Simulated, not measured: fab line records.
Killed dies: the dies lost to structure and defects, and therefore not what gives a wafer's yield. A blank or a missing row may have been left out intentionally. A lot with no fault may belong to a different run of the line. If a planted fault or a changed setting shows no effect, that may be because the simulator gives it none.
A struck lot beside a sound one + flow nand harc + 16 out of 1302 route steps
Sound: wafers L886.1, L886.2, L886.6. Struck: wafer L890.2; the same lot's L890.4 was not struck, so it is left out; see the end for the cause.
At each step with rows: each side's tool, then ch and its chambers, then its first start. Under that, the readings that differ: sound wafers + struck wafers + difference of the means + sigmas: that difference in standard deviations of wafers without a fault.
alike: a reading whose means differ by less than 2 such deviations, as well as words and numbers matching on both sides. not compared: withheld readings; readings where some wafer has no value; bounds like >300 that might hide an equal value; numbers whose values overlap and for which the record gives no deviation.
A row with sigmas, a row that says differs or no value, or rows on one side alone: a step with any of these is where the two part. Numbers that have no deviation but don't overlap get no sigmas and don't part them. A reading missing from all wafers of one side parts the sides only when that side holds two or more wafers.

NHARC_A_M0_OVL_MEAS_10: pitch 160 nm.
  sound on overlay-01, day 27 06:16; struck on overlay-01, day 29 03:59
  alike: overlay x nm, overlay y nm
NHARC_A_M0_INSPECT_11:
  sound on defect inspect-02, day 27 06:19; struck on defect inspect-02, day 29 04:02
  alike: raw defect count
NHARC_A_M0_DESCUM_14: chemistry O2, time 3 s.
  sound on rie diel-07 ch 2,3, day 27 06:22; struck on rie diel-07 ch 0, day 29 04:05
  alike: drypump motor current A, oes product au, rf vpp V, showerhead plenum p Torr, throttle valve pct
  not compared: rf hours counter h
NHARC_A_M0_ETCH_34: etches the open film in N2/H2, target depth 40 nm, overetch 12 nm, time 43.94 s.
  sound on rie diel-07 ch 0,1,3, day 27 06:28; struck on rie diel-07 ch 3, day 29 04:11
| reading                | sound                | struck | difference | sigmas |
|------------------------|----------------------|--------|------------|--------|
| rf vpp V (V)           | 427.7 433.9 427.5    | 434.5  | +4.8       | +2     |
| throttle valve pct (%) | 14.178 14.176 14.169 | 14.191 | +0.017     | +2     |
  alike: drypump motor current A, oes product au, showerhead plenum p Torr
  not compared: rf hours counter h
then, 1 step without rows for these wafers: NHARC_A_M0_ETCH_15 (etches the open film in C4F8/Ar, target depth 150 nm, overetch 15 nm, time 82.5 s).
NHARC_A_M0_CD_MEAS_16:
  sound on cd sem-01, day 27 06:40; struck on cd sem-01, day 29 04:23
  alike: cd nm
NHARC_A_M0_STRIP_18: strips in N2/H2.
  sound on rie diel-08 ch 0,1,2, day 27 06:46; struck on rie diel-08 ch 2, day 29 04:29
  alike: drypump motor current A, oes product au, rf vpp V, showerhead plenum p Torr, throttle valve pct
  not compared: rf hours counter h
then, 2 steps without rows for these wafers: NHARC_A_M0_STRIP_19 (strips in post etch residue remover, time 600 s); NHARC_A_M0_DEGAS_28 (time 60 s).
NHARC_A_M0_PRE_CLEAN_29: time 30 s.
  sound on pvd sputter-02; struck on pvd sputter-01
  alike: heater power w
NHARC_A_M0_PVD_20: deposits TaN, target thk 5 nm, time 8.06 s.
  sound on pvd sputter-02; struck on pvd sputter-01
  alike: substrate temp c, throttle valve pct
then, 1 step without rows for these wafers: NHARC_A_M0_PVD_21 (deposits Cu, target thk 30 nm, time 20.49 s).
NHARC_A_M0_ECD_22: material Cu, target thk 400 nm.
  sound on ecd cu-01 ch 0,1, day 27 07:38; struck on ecd cu-01 ch 0,1, day 29 05:25
then, 1 step without rows for these wafers: NHARC_A_M0_ANNEAL_30 (time 90 s).
NHARC_A_M0_CMP_23: polishes, t overpolish 20 s, target thk 113.75 nm.
  sound on cmp-02 ch 2,3, day 27 08:23; struck on cmp-02 ch 0, day 29 06:08
| reading                | sound          | struck | difference | sigmas |
|------------------------|----------------|--------|------------|--------|
| time to endpoint s (s) | 30.1 30.9 29.9 | 10.5   | -19.8      | -8     |
  alike: motor current A, retaining ring pressure frac
NHARC_A_M0_THK_MEAS_24: measures by xrf.
  sound on film metro-02, day 27 08:43; struck on film metro-02, day 29 06:23
| reading     | sound             | struck | difference | sigmas |
|-------------|-------------------|--------|------------|--------|
| thk nm (nm) | 115.1 117.6 114.7 | 111.6  | -4.2       | -3     |

## WHERE THEY PART
Last at NHARC_A_M0_THK_MEAS_24 as far as this record goes, first at NHARC_A_M0_ETCH_34.

WHY: the cause the simulator had injected
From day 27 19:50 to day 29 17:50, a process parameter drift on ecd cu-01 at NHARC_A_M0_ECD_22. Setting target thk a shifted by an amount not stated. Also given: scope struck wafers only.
